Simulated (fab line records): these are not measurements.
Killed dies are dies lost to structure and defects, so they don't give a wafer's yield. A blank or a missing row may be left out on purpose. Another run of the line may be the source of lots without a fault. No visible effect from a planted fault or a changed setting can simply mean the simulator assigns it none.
fab line records | flow n5Finfet
record lots=8 wafers=24 lastDay=18
route steps=1938 shown BEOL_M0_SAQP@634 BEOL_M0_CUTY@710 BEOL_M4@1111 PASSIVATION@1936
lots with no fault: from the same line, run without faults
startH: hours from the record's opening day to when the first of the lot's shown wafers began | waitH: hours since the lot's step before | " identical to the entry in the row above | L1.1+2: several wafers, shown together as one row | - no value, or no start was given | * or withheld: withheld | < > ~ a bound
route shown NAME@n: names a module that has steps shown in the file, with the first one's number in the route | usual: average and standard deviation across the fault-free wafers | same: alike in all rows | chamber/n: place in a boat | sites: the reading at each site | _std_site: their standard deviation | _edge_site: the outer-site mean with the inner-site mean subtracted | radiusMm: how far each site lies from the wafer's centre | mask NAME#n: copy n | behind: the last tool/chamber to shape the wafer | hold: the reason the lot was held/the length of the hold in hours/how it ended | device: which transistor (n, p or np) failed to switch | end of line: the tests these same wafers got at the end of their route | a step without rows: its recipe alone | killed: dies that structure and defects cost at the first sort, which is not the same as the wafer's yield | map: dies across one wafer; x = killed, . = not, _ = none there
set.NAME: the setting as run; set.NAME@STEP: as run at that earlier step | model.NAME: the simulator's own value behind a step, which no gauge read
a sample of lots followed through the steps of the route, with each step as a table and each wafer as a row
services: from which hour (startH, from the record's first day; less than 0 if before it) a tool's chamber was out of use, for how many hours, and why
## steps
# step N5_BEOL_M0_SAQP_HM_DEP_02
# recipe material=TiN targetThkA=120 tempC=25 chamberPressurePa=0.49996
# usual susceptorTempC=25.01/0.11 throttleValvePct=29.8/0.96
# columns lot.wafer tool chamber startH waitH susceptorTempC throttleValvePct
L215.1 pvdSputter-03 - 124.54 0.0 25.04 30.4
L215.3 " - " " 25.03 29.6
L215.6 " - " " 25.05 28.9
L217.3 pvdSputter-01 - 137.75 2.8 24.79 30.6
L217.4 " - " " 24.98 29.4
L217.5 " - " " 24.88 31.7
L220.2 pvdSputter-03 - 147.64 3.3 25.10 30.4
L220.3 " - " " 25.01 30.4
L220.5 " - " " 25.14 30.3
L221.1 pvdSputter-03 - 157.41 4.0 25.08 30.2
L221.2 " - " " 25.07 28.8
L221.4 " - " " 25.12 29.8
L226.1 pvdSputter-03 - 192.58 1.9 25.04 30.0
L226.3 " - " " 24.91 30.3
L226.6 " - " " 25.12 30.3
L228.2 pvdSputter-01 - 203.49 0.5 24.71 31.8
L228.3 " - " " 24.82 30.5
L228.4 " - " " 25.04 29.3
L232.1 pvdSputter-01 - 219.46 1.0 25.03 31.7
L232.2 " - " " 25.02 31.0
L232.4 " - " " 24.97 30.7
L233.1 pvdSputter-02 - 231.54 5.3 25.16 28.2
L233.2 " - " " 24.92 29.9
L233.5 " - " " 25.07 27.9
# step N5_BEOL_M0_SAQP_STRIP_86
# recipe chemistry=N2/H2 powerW=500 tempC=40 pressureMtorr=50 rfFrequencyHz=6e+07 overashFraction=0.3 biasPowerW=28 h2Frac=0.5 n2FlowSccm=300 h2FlowSccm=300
# usual drypumpMotorCurrentA=5.9/0.33 oesProductAu=0.78/0.099 rfVppV=122.0/1.4 showerheadPlenumPTorr=3.35/0.12 throttleValvePct=19.1/0.37
# columns lot.wafer tool chamber startH waitH drypumpMotorCurrentA oesProductAu rfHoursCounterH rfVppV showerheadPlenumPTorr throttleValvePct
L215.1 rieDiel-02 1 126.70 0.1 5.9 0.77 131 122.1 3.37 19.6
L215.3 " 2 " " 5.3 0.96 9 120.8 3.44 19.0
L215.6 " 1 " " 5.9 0.77 - 123.4 3.37 19.5
L217.3 rieDiel-06 2 139.28 0.1 6.0 0.76 121 122.3 3.51 18.7
L217.4 " 1 " " 5.9 0.69 239 121.3 3.17 19.2
L217.5 " 1 " " 6.0 0.68 - 120.7 3.17 19.2
L220.2 rieDiel-04 0 149.17 0.1 6.3 0.67 244 119.8 3.19 19.3
L220.3 " 1 " " 5.8 0.66 232 121.8 3.33 19.3
L220.5 " 1 " " 5.8 0.67 - 121.9 3.33 19.3
L221.1 rieDiel-02 3 158.92 0.3 5.9 0.92 27 125.6 3.43 18.9
L221.2 " 2 " " 5.2 0.95 19 121.9 3.43 19.0
L221.4 " 0 " " 6.6 0.71 215 120.2 3.18 19.3
L226.1 rieDiel-02 1 193.85 0.1 5.9 0.74 152 120.5 3.36 19.6
L226.3 " 2 " " 5.3 0.92 28 121.2 3.43 19.0
L226.6 " 3 " " 5.9 0.90 - 120.6 3.43 18.9
L228.2 rieDiel-02 3 204.73 0.1 5.9 0.90 43 123.0 3.43 18.9
L228.3 " 1 " " 5.9 0.75 155 120.3 3.35 19.6
L228.4 " 0 " " 6.5 0.70 231 122.1 3.17 19.3
L232.1 rieDiel-04 3 220.82 0.1 5.4 0.82 75 120.3 3.41 19.1
L232.2 " 1 " " 5.7 0.66 258 118.4 3.32 19.4
L232.4 " 0 " " 6.3 0.67 - 121.9 3.17 19.4
L233.1 rieDiel-06 0 232.92 0.1 5.9 0.87 45 124.8 3.41 18.3
L233.2 " 1 " " 6.0 0.96 9 125.3 3.56 18.9
L233.5 " 2 " " 6.0 0.74 - 120.9 3.50 18.8
# step N5_BEOL_M0_SAQP_CD_MEAS_40
# recipe targetCdNm=30 landingEnergyEv=500 detector=seInlens
# usual cdNm=30.04/0.25
# same landingEnergyEv=500
# columns lot.wafer tool chamber startH waitH cdNm
L215.1 cdSem-03 0 129.95 - 30.46
L215.3 " 0 " " 29.87
L215.6 " 0 " " 29.90
L217.3 cdSem-02 0 142.68 - 30.26
L217.4 " 0 " " 29.88
L217.5 " 0 " " 29.86
L220.2 cdSem-02 0 152.98 - 29.66
L220.3 " 0 " " 30.08
L220.5 " 0 " " 29.80
L221.1 cdSem-02 0 162.29 - 30.20
L221.2 " 0 " " 29.86
L221.4 " 0 " " 30.15
L226.1 cdSem-01 0 197.29 - 29.83
L226.3 " 0 " " 29.83
L226.6 " 0 " " 29.82
L228.2 cdSem-02 0 208.61 - 29.66
L228.3 " 0 " " 29.80
L228.4 " 0 " " 29.79
L232.1 cdSem-03 0 224.38 - 30.27
L232.2 " 0 " " 30.16
L232.4 " 0 " " 30.01
L233.1 cdSem-03 0 238.22 - 29.89
L233.2 " 0 " " 29.96
L233.5 " 0 " " 29.99
# step N5_BEOL_M0_SAQP_INSPECT_42
# recipe mode=adi inspectInstrument=brightfield
# usual rawDefectCount=277/84
# columns lot.wafer tool chamber startH waitH rawDefectCount
L215.1 defectInspect-01 - 130.04 0.1 273
L215.3 " - " " 381
L215.6 " - " " 226
L217.3 defectInspect-01 - 142.76 0.0 233
L217.4 " - " " 361
L217.5 " - " " 300
L220.2 defectInspect-01 - 153.07 0.0 297
L220.3 " - " " 327
L220.5 " - " " 205
L221.1 defectInspect-01 - 162.38 0.1 369
L221.2 " - " " 337
L221.4 " - " " 260
L226.1 defectInspect-01 - 197.38 0.1 629
L226.3 " - " " 208
L226.6 " - " " 282
L228.2 defectInspect-01 - 208.70 0.0 238
L228.3 " - " " 203
L228.4 " - " " 296
L232.1 defectInspect-02 - 224.47 0.1 294
L232.2 " - " " 259
L232.4 " - " " 364
L233.1 defectInspect-01 - 238.31 0.1 303
L233.2 " - " " 301
L233.5 " - " " 279
# step N5_BEOL_M0_SAQP_STRIP_75
# recipe chemistry=CF4 resist=SiARC powerW=300 biasPowerW=75 pressureMtorr=50 cf4FlowSccm=150 rfFrequencyHz=6e+07
# usual drypumpMotorCurrentA=5.9/0.35 oesProductAu=0.182/0.021 rfVppV=271.2/1.5 showerheadPlenumPTorr=1.79/0.063 throttleValvePct=13.59/0.26
# columns lot.wafer tool chamber startH waitH drypumpMotorCurrentA oesProductAu rfHoursCounterH rfVppV showerheadPlenumPTorr throttleValvePct
L215.1 rieDiel-04 3 131.08 0.1 5.4 0.204 41 271.3 1.83 13.20
L215.3 " 0 " " 6.3 0.164 236 270.0 1.70 13.91
L215.6 " 3 " " 5.4 0.198 - 271.5 1.83 13.19
L217.3 rieDiel-04 3 143.97 0.1 5.4 0.199 48 271.5 1.83 13.23
L217.4 " 1 " " 5.8 0.158 - 271.2 1.77 13.84
L217.5 " 0 " " 6.3 0.160 - 268.9 1.69 13.91
L220.2 rieDiel-02 3 154.06 0.1 5.9 0.209 26 272.5 1.83 13.40
L220.3 " 2 " " 5.3 0.222 17 271.7 1.83 13.39
L220.5 " 2 " " 5.2 0.218 - 270.8 1.83 13.39
L221.1 rieDiel-02 0 163.33 0.1 6.5 0.163 216 269.9 1.71 13.76
L221.2 " 3 " " 5.9 0.211 29 272.3 1.83 13.41
L221.4 " 1 " " 5.9 0.179 - 270.1 1.79 13.76
L226.1 rieDiel-04 1 198.61 0.1 5.8 0.155 250 270.4 1.77 13.89
L226.3 " 3 " " 5.4 0.190 67 273.2 1.82 13.26
L226.6 " 0 " " 6.3 0.158 - 269.2 1.69 13.96
L228.2 rieDiel-02 2 210.14 0.1 5.2 0.206 33 273.4 1.82 13.41
L228.3 " 3 " " 5.9 0.205 45 271.6 1.82 13.44
L228.4 " 0 " " 6.5 0.163 233 269.1 1.71 13.81
L232.1 rieDiel-02 3 225.52 0.1 5.9 0.205 51 271.0 1.82 13.46
L232.2 " 0 " " 6.5 0.157 238 268.2 1.70 13.82
L232.4 " 2 " " 5.2 0.209 39 272.2 1.82 13.44
L233.1 rieDiel-02 0 239.35 0.1 6.6 0.156 241 268.2 1.70 13.82
L233.2 " 3 " " 5.9 0.196 54 273.3 1.82 13.46
L233.5 " 3 " " 5.9 0.202 - 272.0 1.82 13.47
# step N5_BEOL_M0_CUTY_INSPECT_59
# recipe mode=adi inspectInstrument=macro
# usual rawDefectCount=2.0/1.4
# columns lot.wafer tool chamber startH waitH rawDefectCount
L215.1 defectInspect-02 - 131.40 0.0 1
L215.3 " - " " 1
L215.6 " - " " 2
L217.3 defectInspect-02 - 144.42 0.0 2
L217.4 " - " " 2
L217.5 " - " " 3
L220.2 defectInspect-01 - 154.51 0.0 0
L220.3 " - " " 3
L220.5 " - " " 1
L221.1 defectInspect-02 - 163.77 0.0 0
L221.2 " - " " 4
L221.4 " - " " 2
L226.1 defectInspect-02 - 199.07 0.0 >300
L226.3 " - " " 1
L226.6 " - " " 2
L228.2 defectInspect-01 - 210.46 0.0 3
L228.3 " - " " 3
L228.4 " - " " 0
L232.1 defectInspect-02 - 225.97 0.0 0
L232.2 " - " " 1
L232.4 " - " " 4
L233.1 defectInspect-01 - 239.79 0.0 1
L233.2 " - " " 0
L233.5 " - " " 5
# step N5_BEOL_M4_RC_MEAS_101
# usual DIBL_N=37.1/1.8 DIBL_P=37.2/2.1 IOFF_N=0.17/0.033 IOFF_P=0.22/0.037 ION_N=680/11 ION_P=464/7.7 SS_N=71.7/0.63 SS_P=73.6/0.67 VT_N=248.9/2.9 VT_P=-251/3.6
# columns lot.wafer tool chamber startH waitH DIBL_N[mV/V] DIBL_P[mV/V] IOFF_N[nA/um] IOFF_P[nA/um] ION_N[uA/um] ION_P[uA/um] SS_N[mV/dec] SS_P[mV/dec] VT_N[mV] VT_P[mV]
L215.1 prober-01 0 187.64 0.0 37.7 39.0 0.21 0.24 684 467 72.2 74.0 244.9 -249
L215.3 " 0 " " 32.4 32.8 0.11 0.15 666 458 70.6 72.1 253.1 -256
L215.6 " 0 " " 36.1 37.3 0.18 0.21 682 465 71.9 73.8 246.9 -250
L217.3 prober-02 0 202.24 0.3 36.0 36.5 0.17 0.24 691 468 71.0 73.2 248.1 -247
L217.4 " 0 " " 37.9 39.2 0.21 0.29 684 471 71.7 74.4 245.2 -246
L217.5 " 0 " " 35.0 35.4 0.15 0.21 684 469 70.8 73.2 249.1 -249
L220.2 prober-01 0 216.16 0.2 38.2 39.4 0.22 0.31 697 481 72.4 74.2 245.5 -244
L220.3 " 0 " " 38.0 37.8 0.20 0.29 686 479 72.1 73.6 245.1 -243
L220.5 " 0 " " 37.1 36.8 0.18 0.26 680 466 72.2 73.5 246.5 -247
L221.1 prober-01 0 219.82 0.0 37.7 37.9 0.15 0.19 665 458 71.3 74.0 251.8 -255
L221.2 " 0 " " 37.6 37.6 0.16 0.18 673 454 71.9 72.9 252.4 -257
L221.4 " 0 " " 34.5 35.4 0.11 0.15 655 452 70.6 73.1 255.9 -258
L228.2 prober-02 0 281.90 0.2 38.3 39.1 0.20 0.21 682 458 72.4 73.3 247.9 -251
L228.3 " 0 " " 40.4 40.5 0.23 0.25 686 463 72.7 74.5 246.6 -248
L228.4 " 0 " " 36.9 39.4 0.18 0.22 683 467 71.5 73.8 246.6 -250
L226.1 prober-02 0 283.62 0.0 38.4 37.8 0.18 0.22 676 461 70.8 73.7 247.8 -251
L226.3 " 0 " " 40.1 40.3 0.21 0.27 688 474 71.5 74.3 247.0 -247
L226.6 " 0 " " 35.5 35.3 0.12 0.19 671 467 70.7 73.8 252.9 -252
L232.1 prober-02 0 307.10 0.0 37.3 37.1 0.17 0.22 703 478 72.3 73.7 246.6 -249
L232.2 " 0 " " 38.2 37.8 0.20 0.24 677 462 71.6 74.4 245.7 -250
L232.4 " 0 " " 41.6 41.5 0.29 0.31 701 477 72.4 75.2 241.5 -244
L233.1 prober-02 0 313.82 0.0 35.7 35.8 0.15 0.21 669 465 71.6 73.1 250.2 -251
L233.2 " 0 " " 35.8 34.0 0.15 0.19 673 461 72.0 72.5 251.8 -252
L233.5 " 0 " " 37.6 37.0 0.17 0.22 674 468 72.0 73.2 251.1 -249
# step N5_PASSIVATION_PROBE_49
# usual defectLimitedYield=91.7/1.5 killed_at_M0_to_M3=32/10 killed_at_M4_up=14/5.3 killedAtContacts=13/5.7 killedAtFrontEnd=37/10 killedAtOther=3.3/2.5 killedDies=98/18 killedOpen=65/13 killedShort=31/7.5 sort_bin_4_leakage=0.00/0.0099 sort_bin_5_function=4.9/0.91 sort_bin_6_memory=3.1/0.71 sortNPass=1082/18 sortYieldPct=91.7/1.5
# same grossDies=1180 killedAtBackSide=0 sort_bin_8_speed[%]=0
# columns lot.wafer tool chamber startH waitH defectLimitedYield[%] killed_at_M0_to_M3 killed_at_M4_up killedAtContacts killedAtFrontEnd killedAtOther killedDies killedOpen killedShort sort_bin_4_leakage[%] sort_bin_5_function[%] sort_bin_6_memory[%] sortNPass sortYieldPct[%]
L215.1 prober-02 - 289.12 0.0 91.4 40 14 6 39 3 102 67 33 0 4.7 3.6 1078 91.4
L215.3 prober-02 - 289.22 0.1 91.8 24 8 24 39 2 97 65 29 0 5.3 2.8 1083 91.8
L215.6 prober-02 - 289.37 0.3 92.4 31 13 14 31 1 90 72 18 0 5.1 2.3 1090 92.4
L217.3 prober-01 - 322.60 0.1 92.6 33 10 6 36 2 87 59 28 0 4.2 3.0 1093 92.6
L217.4 prober-01 - 322.65 0.2 92.0 28 17 16 32 1 94 69 22 0 4.3 3.5 1086 92.0
L217.5 prober-01 - 322.70 0.2 90.8 43 9 13 44 0 109 81 27 0 5.3 4.0 1071 90.8
L221.1 prober-01 - 332.95 0.0 92.3 32 10 10 39 0 91 60 30 0 4.8 2.5 1089 92.3
L221.2 prober-01 - 333.00 0.1 91.5 31 12 9 48 0 100 59 41 0 5.4 2.7 1080 91.5
L221.4 prober-01 - 333.10 0.2 93.0 27 9 6 39 2 83 43 39 0 3.5 3.3 1097 93.0
L226.1 prober-02 - 377.27 0.0 82.5 145 12 11 32 6 206 68 28 0 10.6 5.3 974 82.5
L226.3 prober-02 - 377.37 0.1 89.3 51 12 23 39 1 126 82 44 0 5.8 4.3 1054 89.3
L226.6 prober-02 - 377.52 0.3 91.4 48 9 8 34 3 102 65 37 0 5.7 2.9 1078 91.4
L228.2 prober-01 - 386.60 0.1 91.1 47 18 6 32 2 105 63 40 0 4.2 4.3 1075 91.1
L228.3 prober-01 - 386.65 0.1 91.1 45 14 9 32 5 105 64 36 0 5.9 2.5 1075 91.1
L228.4 prober-01 - 386.70 0.2 94.6 23 13 4 22 2 64 40 20 0 2.7 2.4 1116 94.6
L233.1 prober-02 - 428.77 0.1 94.3 20 8 3 33 3 67 41 20 0 2.9 2.2 1113 94.3
L233.2 prober-02 - 428.82 0.2 92.8 37 12 8 26 2 85 55 29 0 4.7 2.1 1095 92.8
L233.5 prober-02 - 428.97 0.3 93.9 18 9 8 33 4 72 43 28 0 3.2 2.5 1108 93.9
# killed by level:class
L215.1 STI_FIN_REVEAL:geometricParticle:open=12 FIN_SAQP:geometricParticle:short=7 BEOL_M3:geometricParticle:open=7 MOL_CONTACT_COAG:geometricParticle:open=6 BEOL_M0_SAQP:geometricParticle:open=6 BEOL_M2:geometricParticle:open=6 BEOL_M0_SAQP:geometricParticle:short=5 BEOL_M0:geometricParticle:open=5
L215.3 MOL_CONTACT_COAG:geometricParticle:open=20 STI_FIN_REVEAL:geometricParticle:open=11 FIN_SAQP:geometricParticle:short=6 DUMMY_GATE:geometricParticle:open=5 BEOL_M0_SAQP:geometricParticle:short=5 BEOL_M1:geometricParticle:open=5 BEOL_M2:geometricParticle:open=5 FIN_SAQP:geometricParticle:open=4
L215.6 BEOL_M2:geometricParticle:open=12 STI_FIN_REVEAL:geometricParticle:open=11 MOL_CONTACT_COAG:geometricParticle:open=10 DUMMY_GATE:geometricParticle:open=8 BEOL_M0_SAQP:geometricParticle:open=7 BEOL_M0_SAQP:geometricParticle:short=5 FIN_SAQP:geometricParticle:short=4 MOL_CONTACT_COAG:geometricParticle:short=4
L217.3 BEOL_M2:geometricParticle:open=12 FIN_SAQP:geometricParticle:open=8 FIN_SAQP:geometricParticle:short=6 MOL_CONTACT_COAG:geometricParticle:open=6 BEOL_M1:geometricParticle:open=6 BEOL_M0_SAQP:geometricParticle:short=5 BEOL_M4:geometricParticle:open=5 DUMMY_GATE:geometricParticle:open=4
L217.4 MOL_CONTACT_COAG:geometricParticle:open=11 BEOL_M2:geometricParticle:open=10 BEOL_M4:geometricParticle:open=9 STI_FIN_REVEAL:geometricParticle:open=8 FIN_SAQP:geometricParticle:open=7 MOL_CONTACT_COAG:geometricParticle:short=5 BEOL_M0_SAQP:geometricParticle:open=5 BEOL_M1:geometricParticle:short=4
L217.5 FIN_SAQP:geometricParticle:open=17 BEOL_M1:geometricParticle:open=14 BEOL_M2:geometricParticle:open=11 MOL_CONTACT_COAG:geometricParticle:open=10 FIN_SAQP:geometricParticle:short=7 GATE_CUT:geometricParticle:open=6 BEOL_M2:geometricParticle:short=5 BEOL_M4:geometricParticle:open=5
L221.1 FIN_SAQP:geometricParticle:short=13 BEOL_M3:geometricParticle:open=9 STI_FIN_REVEAL:geometricParticle:open=8 MOL_CONTACT_COAG:geometricParticle:open=8 BEOL_M1:geometricParticle:open=7 FIN_SAQP:geometricParticle:open=5 BEOL_M0_SAQP:geometricParticle:open=4 BEOL_M0_SAQP:geometricParticle:short=4
L221.2 FIN_SAQP:geometricParticle:short=17 STI_FIN_REVEAL:geometricParticle:open=10 BEOL_M0_SAQP:geometricParticle:short=9 FIN_SAQP:geometricParticle:open=8 BEOL_M0_SAQP:geometricParticle:open=8 MOL_CONTACT_COAG:geometricParticle:open=7 BEOL_M2:geometricParticle:open=7 BEOL_M4:geometricParticle:open=5
L221.4 FIN_SAQP:geometricParticle:short=10 STI_FIN_REVEAL:geometricParticle:open=9 MOL_CONTACT_COAG:geometricParticle:open=6 BEOL_M0_SAQP:geometricParticle:short=6 GATE_CUT:geometricParticle:short=4 STARTING-WAFER:geometricParticle:short=4 FIN_SAQP:geometricParticle:open=3 BEOL_M0_SAQP:geometricParticle:open=3
L226.1 BEOL_M0_SAQP:unspecified=110 FIN_SAQP:geometricParticle:short=9 MOL_CONTACT_COAG:geometricParticle:open=9 BEOL_M2:geometricParticle:open=8 BEOL_M3:geometricParticle:open=7 FIN_SAQP:geometricParticle:open=6 BEOL_M0_SAQP:geometricParticle:short=6 BEOL_M0_SAQP:geometricParticle:open=6
L226.3 MOL_CONTACT_COAG:geometricParticle:open=20 BEOL_M0_SAQP:geometricParticle:open=15 BEOL_M0_SAQP:geometricParticle:short=15 FIN_SAQP:geometricParticle:short=10 FIN_SAQP:geometricParticle:open=9 BEOL_M2:geometricParticle:open=8 ILD0:geometricParticle:open=5 BEOL_M1:geometricParticle:open=5
L226.6 BEOL_M2:geometricParticle:open=13 FIN_SAQP:geometricParticle:open=12 BEOL_M0_SAQP:geometricParticle:short=9 FIN_SAQP:geometricParticle:short=7 BEOL_M3:geometricParticle:open=7 MOL_CONTACT_COAG:geometricParticle:open=6 BEOL_M1:geometricParticle:open=6 BEOL_M0_SAQP:geometricParticle:open=5
L228.2 BEOL_M0_SAQP:geometricParticle:short=16 BEOL_M0_SAQP:geometricParticle:open=11 BEOL_M1:geometricParticle:open=6 BEOL_M3:geometricParticle:open=6 BEOL_M8:geometricParticle:open=6 FIN_SAQP:geometricParticle:open=5 MOL_CONTACT_COAG:geometricParticle:open=5 FIN_SAQP:geometricParticle:short=4
L228.3 BEOL_M2:geometricParticle:open=12 BEOL_M0_SAQP:geometricParticle:short=8 MOL_CONTACT_COAG:geometricParticle:open=8 FIN_SAQP:geometricParticle:short=7 DUMMY_GATE:geometricParticle:open=6 BEOL_M0_SAQP:geometricParticle:open=6 BEOL_M1:geometricParticle:open=5 GATE_CUT:geometricParticle:short=4
L228.4 FIN_SAQP:geometricParticle:open=5 BEOL_M0_SAQP:geometricParticle:open=5 FIN_SAQP:geometricParticle:short=4 MOL_CONTACT_COAG:geometricParticle:open=4 BEOL_M0_SAQP:geometricParticle:short=4 BEOL_M1:geometricParticle:open=3 BEOL_M2:geometricParticle:open=3 BEOL_M4:geometricParticle:open=3
L233.1 BEOL_M2:geometricParticle:open=6 FIN_SAQP:geometricParticle:short=4 GATE_CUT:geometricParticle:short=4 BEOL_M3:geometricParticle:open=4 STARTING-WAFER:geometricParticle:open=4 STI_FIN_REVEAL:geometricParticle:open=3 BEOL_M0:geometricParticle:open=3 STARTING-WAFER:geometricParticle:short=3
L233.2 BEOL_M2:geometricParticle:open=10 MOL_CONTACT_COAG:geometricParticle:open=7 BEOL_M1:geometricParticle:open=7 GATE_CUT:geometricParticle:open=6 BEOL_M2:geometricParticle:short=6 GATE_CUT:geometricParticle:short=5 BEOL_M3:geometricParticle:open=5 BEOL_M0_SAQP:geometricParticle:short=4
L233.5 FIN_SAQP:geometricParticle:open=9 FIN_SAQP:geometricParticle:short=9 BEOL_M2:geometricParticle:open=8 MOL_CONTACT_COAG:geometricParticle:open=7 BEOL_M0_SAQP:geometricParticle:short=5 GATE_CUT:geometricParticle:short=4 DUMMY_GATE:geometricParticle:open=2 GATE_CUT:geometricParticle:open=2
## services
# columns tool chamber startH hours kind
pvdSputter-02 - 134.88 1.1 repair
rieDiel-02 2 161.44 8.3 repair
rieDiel-06 1 180.43 - clean
rieDiel-06 1 180.43 - consumableReplace:focusRing
rieDiel-06 1 180.43 - consumableReplace:showerhead
rieDiel-06 1 180.43 19.7 scheduledDown
rieDiel-06 1 180.43 19.7 ventCycle
rieDiel-02 1 183.49 5.8 repair
rieDiel-02 - 199.34 2.8 pm
rieDiel-04 0 228.92 - clean
rieDiel-04 0 228.92 - consumableReplace:focusRing
rieDiel-04 0 228.92 - consumableReplace:showerhead
rieDiel-04 0 228.92 27.6 scheduledDown
rieDiel-04 0 228.92 27.6 ventCycle
## key
firstSign step=N5_BEOL_M0_SAQP_INSPECT_42 reading=rawDefectCount direction=up sigmas=4.2 usual=277 struck=629
effect step=N5_BEOL_M0_CUTY_INSPECT_59 reading=rawDefectCount direction=up sigmas=99+ usual=2.0 struck=>300
effect step=N5_PASSIVATION_PROBE_49 reading=killed_at_M0_to_M3 direction=up sigmas=11 usual=32 struck=145
moreKillsBornAt N5_BEOL_M0_SAQP_HM_DEP_02@pvdSputter-03=110
metAt N5_BEOL_M0_SAQP_HM_DEP_02
struckLots L226
struckWafers L226.1
notActingAt N5_BEOL_M0_SAQP_STRIP_86,N5_BEOL_M0_SAQP_CD_MEAS_40,N5_BEOL_M0_SAQP_STRIP_75
onsetBetween 157.41 192.58
fault kind=chamberParticleSource tool=pvdSputter-03 chamber=- onsetH=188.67 steps=N5_BEOL_M0_SAQP_HM_DEP_02 ratePerVisitCm2=0.50395 endH=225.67 scope=struckWafersOnly
